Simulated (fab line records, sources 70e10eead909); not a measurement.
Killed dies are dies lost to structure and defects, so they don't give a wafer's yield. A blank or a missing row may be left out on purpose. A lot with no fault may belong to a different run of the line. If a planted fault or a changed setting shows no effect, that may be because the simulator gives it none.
fab line records    flow nand-harc    part 2 of 2: steps 24 to 34 of 34
[record] lots = 5  wafers = 15  last-day = 32
route steps=1302 shown A_M0@1163 A_M1@1169
lots that met no fault: from a run of the same line without faults
start-h: start of the lot's first displayed wafer, in hours after the record's first day    wait-h: hours elapsed since this lot's preceding step    " as in the row above    L1.1+2: one row covering several wafers at once    - no value, or no start was given    * or withheld: withheld    < > ~ a bound
route shown NAME@n: a module of which the file shows steps, and the number in the route of the first    usual: mean and standard deviation over wafers with no fault    same: alike in all rows    chamber/n: place in a boat    sites: readings site by site    _std_site: standard deviation of those values    _edge_site: inner sites' mean taken away from outer sites' mean    radius-mm: how far each site lies from the wafer's centre    mask NAME#n: copy n    behind: tool/chamber where the wafer was last shaped    hold: why the lot went on hold/how many hours it stayed there/how the hold came to an end    device: which transistor (n, p or np) failed to switch    end of line: the tests these same wafers got at the end of their route    where a step has no rows: the recipe by itself    killed: count of dies lost to structure and defects at first sort (not the wafer's yield)    map: the dies of a wafer, with x for killed, . for not killed, _ for no die there
set.NAME: setting as actually run; set.NAME@STEP: the setting as run at that earlier step    model.NAME: the simulator's own value behind a step, which no gauge read
lots seen at some steps along the route; tables by step, rows by wafer
services: a tool's chamber out of use, with start hour (start-h, from the record's first day; less than 0 if before it), hours out, and reason
[[steps]]
[step NHARC_A_M1_ETCH_28]
[recipe] target-depth-a = 300  over-etch-frac = 0.3  time-s = 72.99  ion-energy-ev = 150  cf4-flow-sccm = 50  n2-flow-sccm = 100  ar-flow-sccm = 150  rf-w = 300  bias-w = 100  chemistry = CF4/N2
[usual] drypump-motor-current-A = 5.6/0.34  oes-product-au = 1.001/0.0072  rf-fwd-power-W = 297.3/1.2  rf-vpp-V = 313.8/1.8  showerhead-plenum-p-Torr = 2.61/0.093  throttle-valve-pct = 19.794/0.01
[same] time-s = 72.99
lot.wafer  tool         chamber  start-h  wait-h  drypump-motor-current-A  oes-product-au  rf-fwd-power-W  rf-hours-counter-h  rf-vpp-V  showerhead-plenum-p-Torr  throttle-valve-pct
L080.3     rie-diel-01  3        -        -       6.1                      0.994           297.0           1.1                 316.0     2.75                      19.787
L080.6     "            0        "        "       5.3                      1.007           296.6           -                   314.8     2.70                      19.804
L080.5     "            1        "        "       5.0                      1.007           299.4           -                   314.0     2.58                      19.777
L082.2     rie-diel-10  2        -        -       5.7                      0.998           298.3           0.1                 312.7     2.67                      19.808
L082.4     "            0        "        "       5.3                      1.003           299.1           0.1                 312.2     2.47                      19.781
L082.6     "            2        "        "       5.7                      1.000           297.6           -                   315.7     2.67                      19.803
L085.3     rie-diel-01  3        -        -       6.1                      1.003           297.0           2.0                 317.2     2.75                      19.802
L085.1     "            1        "        "       5.0                      1.012           298.8           1.9                 312.8     2.58                      19.802
L085.6     "            3        "        "       6.1                      1.003           296.1           -                   316.5     2.75                      19.800
L088.1     rie-diel-10  3        -        -       6.0                      1.010           295.1           3.2                 313.4     2.52                      19.797
L088.4     "            2        "        "       5.7                      0.994           298.1           3.6                 314.4     2.66                      19.805
L088.5     "            0        "        "       5.3                      1.009           297.6           -                   310.6     2.47                      19.794
L093.3     rie-diel-01  2        -        -       5.7                      1.007           298.0           4.2                 311.9     2.51                      19.780
L093.5     "            1        "        "       5.0                      1.007           297.4           -                   314.6     2.58                      19.779
L093.6     "            2        "        "       5.7                      0.995           297.4           -                   312.2     2.51                      19.787
[step NHARC_A_M1_STRIP_19]
[recipe] time-s = 600  temp-c = 30  chemistry = post-etch-residue-remover
[same] time-s = 600
lot.wafer   tool          chamber  start-h  wait-h
L080.6+3+5  wet-bench-10  1,3,5    601.73   -
L082.4+6+2  wet-bench-10  7,1,3    613.76   -
L085.6+1+3  wet-bench-10  1,3,5    632.59   -
L088.5+4+1  wet-bench-10  4,5,7    678.19   -
L093.5+3+6  wet-bench-10  1,2,4    719.24   -
[step NHARC_A_M1_DEGAS_29]
[recipe] temp-c = 250  time-s = 60
[usual] heater-power-w = 314/27
[same] time-s = 60
lot.wafer  tool            chamber  start-h  wait-h  heater-power-w
L080.3     pvd-sputter-02  -        601.99   -       283
L080.6     "               -        "        "       298
L080.5     "               -        "        "       301
L082.4     pvd-sputter-03  -        614.02   -       347
L082.2     "               -        "        "       276
L082.6     "               -        "        "       320
L085.1     pvd-sputter-01  -        632.86   -       312
L085.3     "               -        "        "       371
L085.6     "               -        "        "       312
L088.4     pvd-sputter-01  -        678.45   -       309
L088.1     "               -        "        "       332
L088.5     "               -        "        "       309
L093.3     pvd-sputter-02  -        719.52   -       288
L093.6     "               -        "        "       290
L093.5     "               -        "        "       319
[step NHARC_A_M1_PRE_CLEAN_30]
[recipe] time-s = 30  temp-c = 280  gas = H2/He
[usual] heater-power-w = 387/34
[same] time-s = 30
lot.wafer  tool            chamber  start-h  wait-h  heater-power-w
L080.3     pvd-sputter-02  -        -        -       366
L080.5     "               -        "        "       368
L080.6     "               -        "        "       350
L082.2     pvd-sputter-03  -        -        -       344
L082.4     "               -        "        "       436
L082.6     "               -        "        "       339
L085.3     pvd-sputter-01  -        -        -       441
L085.1     "               -        "        "       422
L085.6     "               -        "        "       407
L088.1     pvd-sputter-01  -        -        -       438
L088.4     "               -        "        "       378
L088.5     "               -        "        "       448
L093.3     pvd-sputter-02  -        -        -       361
L093.6     "               -        "        "       362
L093.5     "               -        "        "       389
[step NHARC_A_M1_PVD_20]
[recipe] target-thk-a = 50  bias-v = 168.6  power-w = 15000  chamber-pressure-pa = 0.12  time-s = 8.06  substrate-temp-c = 50  material = TaN
[usual] substrate-temp-c = 49.99/0.11  throttle-valve-pct = 30.1/0.86
[same] time-s = 8.06
lot.wafer  tool            chamber  start-h  wait-h  substrate-temp-c  throttle-valve-pct
L080.3     pvd-sputter-02  -        -        -       50.11             29.9
L080.5     "               -        "        "       49.88             28.0
L080.6     "               -        "        "       50.02             30.9
L082.4     pvd-sputter-03  -        -        -       49.89             30.4
L082.2     "               -        "        "       49.93             29.7
L082.6     "               -        "        "       50.00             30.3
L085.3     pvd-sputter-01  -        -        -       50.15             30.4
L085.1     "               -        "        "       50.04             29.9
L085.6     "               -        "        "       50.14             30.7
L088.4     pvd-sputter-01  -        -        -       49.90             29.8
L088.1     "               -        "        "       50.12             30.7
L088.5     "               -        "        "       50.02             30.5
L093.3     pvd-sputter-02  -        -        -       49.93             30.5
L093.5     "               -        "        "       49.71             30.6
L093.6     "               -        "        "       49.93             30.0
[step NHARC_A_M1_PVD_21]
[recipe] target-thk-a = 300  chamber-pressure-pa = 5  power-w = 5000  substrate-temp-c = 30  time-s = 20.49  material = Cu
[usual] substrate-temp-c = 30.00/0.1  throttle-valve-pct = 30.1/0.89
[same] time-s = 20.49
lot.wafer  tool            chamber  start-h  wait-h  substrate-temp-c  throttle-valve-pct
L080.3     pvd-sputter-02  -        -        -       29.88             27.6
L080.6     "               -        "        "       29.90             27.6
L080.5     "               -        "        "       30.03             30.9
L082.4     pvd-sputter-03  -        -        -       29.90             30.5
L082.2     "               -        "        "       30.02             29.8
L082.6     "               -        "        "       29.99             31.2
L085.3     pvd-sputter-01  -        -        -       30.07             30.7
L085.1     "               -        "        "       29.94             29.9
L085.6     "               -        "        "       29.79             29.8
L088.4     pvd-sputter-01  -        -        -       29.85             30.6
L088.1     "               -        "        "       30.11             30.5
L088.5     "               -        "        "       30.07             30.6
L093.3     pvd-sputter-02  -        -        -       29.91             30.7
L093.6     "               -        "        "       30.06             29.4
L093.5     "               -        "        "       29.91             29.7
[step NHARC_A_M1_ECD_22]
[recipe] target-thk-a = 4000  bath-temp-c = 25  material = Cu
lot.wafer   tool       chamber  start-h  wait-h
L080.3+5+6  ecd-cu-01  0,0,1    602.45   -
L082.2+4+6  ecd-cu-01  1,1,0    614.43   -
L085.1+3+6  ecd-cu-02  1,1,0    633.27   -
L088.1+4+5  ecd-cu-01  0        678.80   -
L093.3+5+6  ecd-cu-01  0,0,1    719.97   -
[step NHARC_A_M1_ANNEAL_31]
[recipe] temp-c = 225  time-s = 90
[usual] wafer_temp_C_max = 225.82/0.26
[same] time-s = 90
lot.wafer  tool           chamber  start-h  wait-h  wafer_temp_C_max
L080.3     rtp-anneal-02  0        602.84   0.3     225.95
L080.5     "              0        "        "       226.28
L080.6     "              0        "        "       226.13
L082.2     rtp-anneal-02  0        614.81   -       226.17
L082.4     "              0        "        "       225.92
L082.6     "              0        "        "       225.85
L085.1     rtp-anneal-02  0        633.63   0.3     225.88
L085.3     "              0        "        "       225.83
L085.6     "              0        "        "       225.83
L088.1     rtp-anneal-02  0        679.18   -       225.90
L088.4     "              0        "        "       225.81
L088.5     "              0        "        "       226.00
L093.3     rtp-anneal-02  0        720.36   0.3     225.95
L093.5     "              0        "        "       226.31
L093.6     "              0        "        "       226.01
[step NHARC_A_M1_CMP_23]
[recipe] t-overpolish-s = 20  target-thk-nm = 154.34
[usual] motor-current-A = 12.4/1.2  time-to-endpoint-s = 28.8/1.9
lot.wafer  tool    chamber  start-h  wait-h  motor-current-A  time-to-endpoint-s
L080.3     cmp-03  3        603.10   -       12.2             29.6
L080.6     "       2        "        "       10.9             29.3
L080.5     "       3        "        "       10.9             31.2
L082.4     cmp-01  3        615.13   -       12.6             31.0
L082.2     "       1        "        "       9.8              28.1
L082.6     "       3        "        "       13.2             30.3
L085.1     cmp-03  0        633.97   -       13.4             27.7
L085.3     "       3        "        "       11.7             30.7
L085.6     "       0        "        "       12.8             26.1
L088.1     cmp-01  0        679.58   -       12.4             24.7
L088.4     "       1        "        "       9.7              27.4
L088.5     "       3        "        "       12.8             26.7
L093.3     cmp-02  1        720.68   -       12.0             25.2
L093.6     "       2        "        "       11.9             28.7
L093.5     "       3        "        "       12.6             26.0
[step NHARC_A_M1_THK_MEAS_24]
[recipe] thk-meas-gauge = xrf
[usual] thk-nm = 154.5/1.4
lot.wafer  tool           chamber  start-h  wait-h  thk-nm
L080.3     film-metro-01  -        603.39   -       152.8
L080.5     "              -        "        "       153.9
L080.6     "              -        "        "       154.8
L082.2     film-metro-02  -        615.42   -       155.6
L082.4     "              -        "        "       154.3
L082.6     "              -        "        "       155.5
L085.1     film-metro-01  -        634.29   -       152.9
L085.3     "              -        "        "       155.3
L085.6     "              -        "        "       152.9
L088.1     film-metro-01  -        679.84   -       153.6
L088.4     "              -        "        "       154.2
L088.5     "              -        "        "       153.2
L093.3     film-metro-01  -        720.91   -       155.9
L093.5     "              -        "        "       155.8
L093.6     "              -        "        "       156.6
[step NHARC_A_M1_SRD_25]
lot.wafer   tool          chamber  start-h  wait-h
L080.5+6+3  wet-bench-08  6,7,0    603.44   0.0
L082.4+6+2  wet-bench-08  4,5,6    615.46   0.0
L085.6+1+3  wet-bench-08  5,6,7    634.34   0.0
L088.4+1+5  wet-bench-10  4,0,1    679.88   0.0
L093.3+5+6  wet-bench-10  4,5,7    720.95   0.0
[[services]]
tool             chamber  start-h  hours  kind
pvd-sputter-01   -        582.04   10.0   pm
pecvd-04         2        582.53   8.9    repair
pecvd-02         -        589.18   13.0   pm
arfi-scanner-02  -        593.88   3.4    repair
rie-diel-10      -        596.70   9.0    pm
arfi-scanner-02  -        603.36   3.2    repair
rie-diel-01      -        612.16   2.3    repair
pecvd-04         -        631.25   13.0   pm
pvd-sputter-02   -        638.05   10.0   pm
pvd-sputter-03   -        638.34   1.9    repair
wet-bench-08     -        646.40   8.0    pm
rie-diel-10      3        651.13   2.1    repair
pvd-sputter-01   -        653.96   4.7    repair
arfi-scanner-02  -        656.00   4.0    pm
rie-diel-06      -        661.20   9.0    pm
wet-bench-10     -        663.20   8.0    pm
litho-track-01   -        680.00   7.0    pm
rie-diel-06      0        680.35   5.9    repair
ecd-cu-01        -        688.09   8.0    pm
rie-diel-10      3        693.78   14.4   repair
rie-diel-01      0        695.61   6.4    repair
rie-diel-01      3        696.03   39.6   repair
litho-track-06   -        704.00   7.0    pm
pvd-sputter-03   -        704.06   10.0   pm
